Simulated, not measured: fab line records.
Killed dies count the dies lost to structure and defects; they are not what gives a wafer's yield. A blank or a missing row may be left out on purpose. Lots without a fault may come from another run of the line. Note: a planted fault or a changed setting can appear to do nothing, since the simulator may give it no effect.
2 desks, one fault ; flow n5Finfet ; each desk has only its own numbers; what lay behind them comes last

== AT THE METROLOGY DESK ==
What the gauges read, lot by lot, whatever tool the lot ran on: means of the sampled wafers that have a number. A lot is out of limits, marked OUT, if its mean lies more than 4 standard deviations from the usual mean; the brackets give that distance. Shown here are 7 of its 11 readings, the ones lying furthest out on some lot.
Columns: A = cdNm at N5_MOL_CONTACT_COAG_CD_MEAS_99, usual 17.2 nm; B = DIBL_N at N5_BEOL_M4_RC_MEAS_101, usual 36.0 mV/V; C = DIBL_P at N5_BEOL_M4_RC_MEAS_101, usual 36.3 mV/V; D = IOFF_N at N5_BEOL_M4_RC_MEAS_101, usual 0.16 nA/um; E = SS_N at N5_BEOL_M4_RC_MEAS_101, usual 71.4 mV/dec; F = SS_P at N5_BEOL_M4_RC_MEAS_101, usual 73.2 mV/dec; G = VT_N at N5_BEOL_M4_RC_MEAS_101, usual 250 mV
lot;first seen here;A;B;C;D;E;F;G
L913;day 5 13:08;17.5;33.7;32.4;0.14;71.1;72.7;249
L914;day 5 19:08;17.2;35.6;36.1;0.16;71.3;73.3;250
L915;day 6 01:59;16.7;34.2;34.7;0.12;71.0;72.6;254
L916;day 6 05:15;17.3;34.6;35.9;0.14;71.1;73.2;252
L918;day 6 18:05;17.2;38.5;40.7;0.21;71.4;74.1;244
L921;day 7 09:40;17.0;34.2;34.4;0.12;70.5;72.7;256
L927;day 8 22:48;17.4;35.2;37.0;0.16;71.2;73.5;248
L930;day 9 23:12;17.5;35.5;35.1;0.14;71.1;73.6;253
L933;day 10 11:58;17.1;38.1;37.2;0.17;71.9;73.7;249
This desk found nothing out of limits on any of the 9 lots.

== FOR THE TOOL OWNER'S DESK: rieDiel-06 ==
The tool's own readings at N5_MOL_CONTACT_COAG_CONTACT_ETCH_14 (etches SiO2 in C4F6/O2, target depth 27.5 nm, overetch 8.5 nm, time 20 s): means of the sampled wafers that have a number, for each lot that ran on this tool. A lot is out of limits, marked OUT, if its mean lies more than 4 standard deviations from the usual mean; the brackets give that distance. Shown are 7 of the 8 readings it has, namely the first that went out of limits plus those furthest out on some lot.
Columns: A = drypumpMotorCurrentA at N5_MOL_CONTACT_COAG_CONTACT_ETCH_14, usual 5.7 A; B = mfcArSccm at N5_MOL_CONTACT_COAG_CONTACT_ETCH_14, usual 299.9 sccm; C = oesProductAu at N5_MOL_CONTACT_COAG_CONTACT_ETCH_14, usual 0.65 a.u.; D = rfVppV at N5_MOL_CONTACT_COAG_CONTACT_ETCH_14, usual 691.6 V; E = runLengthS at N5_MOL_CONTACT_COAG_CONTACT_ETCH_14, usual 43.3 s; F = showerheadPlenumPTorr at N5_MOL_CONTACT_COAG_CONTACT_ETCH_14, usual 2.85 Torr; G = throttleValvePct at N5_MOL_CONTACT_COAG_CONTACT_ETCH_14, usual 21.31 %
lot;first seen here;A;B;C;D;E;F;G
L913;day 5 12:55;5.6;300.1;0.64;692.0;43.0;2.87;21.44
L914;day 5 18:56;5.9;299.7;0.62;689.2;42.9;2.81;21.38
L915;day 6 01:46;5.9;300.2;0.62;690.2;43.1;2.81;21.39
L916;day 6 05:02;5.4;300.7;0.71;691.4;41.7 (-4.4) OUT;2.88;21.54
L921;day 7 09:26;5.3;299.5;0.66;689.9;42.4;2.82;21.57
L933;day 10 11:44;5.6;299.6;0.68;692.0;43.3;2.86;21.43
This desk's verdict: out of limits on L916, starting with L916 at day 6 05:02 (runLengthS at N5_MOL_CONTACT_COAG_CONTACT_ETCH_14). Within limits: L913, L914, L915, L921, L933.

== BROUGHT TOGETHER ==
At day 6 05:02, on L916, the tool owner's desk was in a position to raise an alarm.
Metrology desk: nothing out of limits seen.
The metrology desk holds a record of L916, inside its limits.
Of the lots named, all ran N5_MOL_CONTACT_COAG_CONTACT_ETCH_14 on rieDiel-06.

== WHAT THE SIMULATOR HAD PUT IN ==
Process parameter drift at N5_MOL_CONTACT_COAG_CONTACT_ETCH_14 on rieDiel-06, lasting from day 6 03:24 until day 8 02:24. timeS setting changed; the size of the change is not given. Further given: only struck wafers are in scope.
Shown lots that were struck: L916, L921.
Each desk's first reading out of limits, in hours after the fault started: the tool owner's desk, 2.
